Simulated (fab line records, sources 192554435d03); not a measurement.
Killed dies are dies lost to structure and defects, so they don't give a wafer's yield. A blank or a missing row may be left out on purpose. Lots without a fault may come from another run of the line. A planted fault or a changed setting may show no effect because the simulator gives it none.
Which tool did it? | flow n5_finfet | 9 lots, 27 wafers sampled, at 1 step of a route of 1938

WHAT THE GAUGES READ, wafer by wafer
N5_BEOL_M7_INSPECT_13: inspects for defects (brightfield). Usual: raw_defect_count 373, standard deviation 86.
lot  | measured     | on                | raw_defect_count | flag
L404 | day 10 20:51 | defect_inspect-01 | 409 465 331      |
L406 | day 11 07:09 | defect_inspect-01 | 345 359 292      |
L410 | day 11 08:06 | defect_inspect-02 | 555 420 427      |
L408 | day 12 02:41 | defect_inspect-02 | 552 570 409      |
L416 | day 14 22:13 | defect_inspect-01 | 334 264 392      |
L417 | day 15 04:47 | defect_inspect-02 | 388 474 533      |
L422 | day 15 22:56 | defect_inspect-02 | 230 325 355      |
L419 | day 16 09:56 | defect_inspect-01 | 283 244 285      |
L424 | day 17 04:04 | defect_inspect-01 | 356 348 440      |

WHICH TOOL RAN EACH LOT (tool, then ch and the chambers of the sampled wafers, then the start)
The record holds no process step before these readings.

WHAT THE TOOLS THEMSELVES READ (means of the sampled wafers that have a number; where no wafer has one, the mark that the record gives instead)
The record holds no such reading with a usual standard deviation.

THE ANSWER, worked out from the rows above alone
Rule: a lot is off if the mean of its wafers that have a number lies more than 3 standard deviations from the usual mean. A lot without any number at a reading at which 4 lots or more have one is off too. The other lots that the step has rows for count as sound. The gauges are gone through in route order, then the tools' own readings, and for those a lot's mean is taken as printed above. The first step at which some lot is off is used, and at that step the reading that is off furthest; a lot without a number counts as furthest.
No lot is off at any reading shown: from this, nothing can be told.

WHAT THE SIMULATOR HAD PUT IN
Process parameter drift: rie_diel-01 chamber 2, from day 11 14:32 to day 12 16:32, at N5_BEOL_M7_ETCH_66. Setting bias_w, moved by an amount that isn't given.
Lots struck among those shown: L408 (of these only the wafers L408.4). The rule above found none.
